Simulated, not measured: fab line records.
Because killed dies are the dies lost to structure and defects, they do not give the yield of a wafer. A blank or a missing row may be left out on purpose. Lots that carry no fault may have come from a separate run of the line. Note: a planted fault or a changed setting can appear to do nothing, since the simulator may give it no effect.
Split-lot study	flow n5-finfet	21 wafers read across 7 lots, on a route 1938 steps long

## ON THE SPLIT
At N5_SDB_COAT_03 (time 60 s, resist thk 100 nm), the setting spin-rpm was moved away from the recipe's 1500 rpm on 5 of the 21 wafers read, by -10.5% to +10.9%. All remaining wafers had this setting at the recipe value.

The split's own step is where the reading is taken.

## THE READING
SOC_of_SDB_COAT_03.thk-nm (the simulator's own value, which no gauge read), in nm, at N5_SDB_COAT_03 (time 60 s, resist thk 100 nm). There is no usual value for it anywhere in the file. Here, 16 wafers ran the recipe; their average is 100.1 nm with a standard deviation of 0.2 nm.

wafer	tool, chamber at the split	spin-rpm as run, rpm	against the recipe	SOC_of_SDB_COAT_03.thk-nm, nm	against lot-mates on the recipe
L076.4	litho-track-02, 0	1500	recipe	99.8	-
L076.5	litho-track-02, 0	1500	recipe	99.8	-
L076.6	litho-track-02, 0	1663	+10.9%	95	-4.8
L079.2	litho-track-04, 0	1362	-9.2%	104.8	+4.8
L079.3	litho-track-04, 0	1500	recipe	100	-
L079.4	litho-track-04, 0	1362	-9.2%	105	+5.0
L080.1	litho-track-04, 0	1342	-10.5%	105.4	+5.3
L080.3	litho-track-04, 0	1500	recipe	100.2	-
L080.6	litho-track-04, 0	1500	recipe	100	-
L084.1	litho-track-04, 0	1500	recipe	100.2	-
L084.4	litho-track-04, 0	1500	recipe	100.2	-
L084.2	litho-track-04, 0	1500	recipe	100	-
L087.2	litho-track-04, 0	1500	recipe	100.6	-
L087.3	litho-track-04, 0	1500	recipe	100.2	-
L087.4	litho-track-04, 0	1500	recipe	100.2	-
L088.3	litho-track-02, 0	1500	recipe	100	-
L088.4	litho-track-02, 0	1500	recipe	100	-
L088.5	litho-track-02, 0	1663	+10.9%	95	-5.0
L092.1	litho-track-01, 0	1500	recipe	100.4	-
L092.2	litho-track-01, 0	1500	recipe	100.2	-
L092.3	litho-track-01, 0	1500	recipe	100	-

FIT RESULTS
A straight line over all 21 wafers: SOC_of_SDB_COAT_03.thk-nm changes by -0.493 nm for each +1% of spin-rpm; r = -1.00; the points scatter about the line by 0.21 nm.
The same after taking each lot's own level away (the mean of its wafers on the recipe; 21 wafers): -0.488 nm for each +1%; r = -1.00; scatter 0.21 nm.
According to that fit, moving spin-rpm by its largest amount changes the reading by 5.3 nm.
The span of the lots' own levels, 99.80 to 100.33 nm, comes to 2.7 times the standard deviation stated above.
So the lot-to-lot level changes the slope little: the two slopes agree.
Check: -5.39 nm against its lot-mates is what the line predicts for one of the wafers moved furthest among these (+10.9%) when that wafer is left out of the fit. Against them it came out at -4.8 nm.

## THESE WAFERS: OTHER SPLITS
Other splits were also applied to these wafers ahead of the reading. Each is held against what the fit with the lots' levels taken away leaves over:
other split on the same wafers	wafers away from the commonest value	r with SOC_of_SDB_COAT_03.thk-nm (lot level and that fit taken away)
N5_WELL_APT_COAT_02 spin-rpm	5	+0.08
N5_WELL_APT_PEB_06 peb-time-s	4	-0.16
N5_WELL_APT_COAT_19 spin-rpm	6	-0.20
N5_WELL_APT_PEB_23 peb-temp-c	4	+0.04
N5_FIN_SAQP_PEB_14 peb-time-s	9	+0.21
N5_FIN_CUT_CUT_ETCH_15 time-s	8	+0.02
N5_DUMMY_GATE_PECVD_30 time-s	7	+0.04
N5_DUMMY_GATE_COAT_28 spin-rpm	4	-0.19
N5_SD_EPI_N_PEB_07 peb-temp-c	8	+0.39

## FILE'S OWN FIT
SOC_of_SDB_COAT_03.thk-nm changes by -0.48 nm for each +1% of spin-rpm, r = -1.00.
